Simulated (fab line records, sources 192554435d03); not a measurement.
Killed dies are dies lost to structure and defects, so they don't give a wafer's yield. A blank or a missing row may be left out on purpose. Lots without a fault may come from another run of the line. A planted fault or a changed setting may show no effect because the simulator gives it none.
Split-lot experiment | flow n5_finfet | 7 lots, 21 wafers read, on a route of 1938 steps

THE SPLIT
At N5_BEOL_M14_ETCH_68 (etches SOC in N2/H2, time 450 s), the setting time_s was moved away from the recipe's 450 s on 4 of the 21 wafers read, by -21.8% to +13.2%. The other wafers ran this setting at the recipe's value.

The reading is taken at the split's own step.

THE READING
SiARC_of_BEOL_M14_COAT_66.thk_nm (the simulator's own value, which no gauge read), in nm, at N5_BEOL_M14_ETCH_68 (etches SOC in N2/H2, time 450 s). The file gives no usual value for it. The 17 wafers here that ran the recipe average 65.4 nm, standard deviation 0.62 nm.

wafer  | tool, chamber at the split | time_s as run, s | against the recipe | SiARC_of_BEOL_M14_COAT_66.thk_nm, nm | against lot-mates on the recipe
L076.3 | rie_diel-02, 3             | 450              | recipe             | 64.6                                 | -
L076.4 | rie_diel-02, 2             | 450              | recipe             | 64.8                                 | -
L076.6 | rie_diel-02, 3             | 450              | recipe             | 65                                   | -
L078.2 | rie_diel-02, 1             | 450              | recipe             | 65.4                                 | -
L078.5 | rie_diel-02, 1             | 450              | recipe             | 65.4                                 | -
L078.3 | rie_diel-02, 3             | 450              | recipe             | 64.8                                 | -
L082.1 | rie_diel-06, 2             | 450              | recipe             | 65.4                                 | -
L082.4 | rie_diel-06, 1             | 450              | recipe             | 66.6                                 | -
L082.5 | rie_diel-06, 2             | 450              | recipe             | 65.8                                 | -
L081.1 | rie_diel-02, 0             | 450              | recipe             | 64.8                                 | -
L081.5 | rie_diel-02, 1             | 450              | recipe             | 66                                   | -
L081.6 | rie_diel-02, 0             | 351.8            | -21.8%             | 74.4                                 | +9.0
L083.1 | rie_diel-06, 0             | 450              | recipe             | 66.6                                 | -
L083.4 | rie_diel-06, 2             | 509.5            | +13.2%             | 59.4                                 | -6.7
L083.6 | rie_diel-06, 2             | 450              | recipe             | 65.6                                 | -
L088.1 | rie_diel-03, 2,1,2         | 450              | recipe             | 65                                   | -
L088.2 | rie_diel-03, 2,1,2         | 450              | recipe             | 65                                   | -
L088.6 | rie_diel-03, 2,1,2         | 450              | recipe             | 65                                   | -
L093.1 | rie_diel-02, 0             | 410.3            | -8.8%              | 69.8                                 | +3.6
L093.4 | rie_diel-02, 2             | 410.3            | -8.8%              | 68.8                                 | +2.6
L093.5 | rie_diel-02, 1             | 450              | recipe             | 66.2                                 | -
Where a row lists several chambers, the file gives one row for several wafers and doesn't say which wafer went through which chamber.

THE FIT
A straight line over all 21 wafers: SiARC_of_BEOL_M14_COAT_66.thk_nm changes by -0.427 nm for each +1% of time_s; r = -0.98; the points scatter about the line by 0.62 nm.
The same after taking each lot's own level away (the mean of its wafers on the recipe; 21 wafers): -0.425 nm for each +1%; r = -0.98; scatter 0.49 nm.
On that fit, the largest move of time_s shifts the reading by 9.3 nm.
The lots' own levels span 64.80 to 66.20 nm, that is 2.3 times the standard deviation above.
So the lot-to-lot level changes the slope little: the two slopes agree.
Check: with one of the wafers moved furthest among these (-21.8%) left out of the fit, the line predicts +9.38 nm for it against its lot-mates. It came out at +9 nm against them.

OTHER SPLITS ON THESE WAFERS
These wafers also went through other splits before the reading. Each is held against what the fit with the lots' levels taken away leaves over:
other split on the same wafers      | wafers away from the commonest value | r with SiARC_of_BEOL_M14_COAT_66.thk_nm (lot level and that fit taken away)
N5_BEOL_M11_TRENCH_ETCH_37 source_w | 5                                    | +0.05
N5_BEOL_M13_ETCH_68 time_s          | 5                                    | +0.06
N5_BEOL_M13_SPUTTER_44 time_s       | 4                                    | +0.14

THE FILE'S OWN FIT
SiARC_of_BEOL_M14_COAT_66.thk_nm changes by -0.429 nm for each +1% of time_s, r = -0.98.
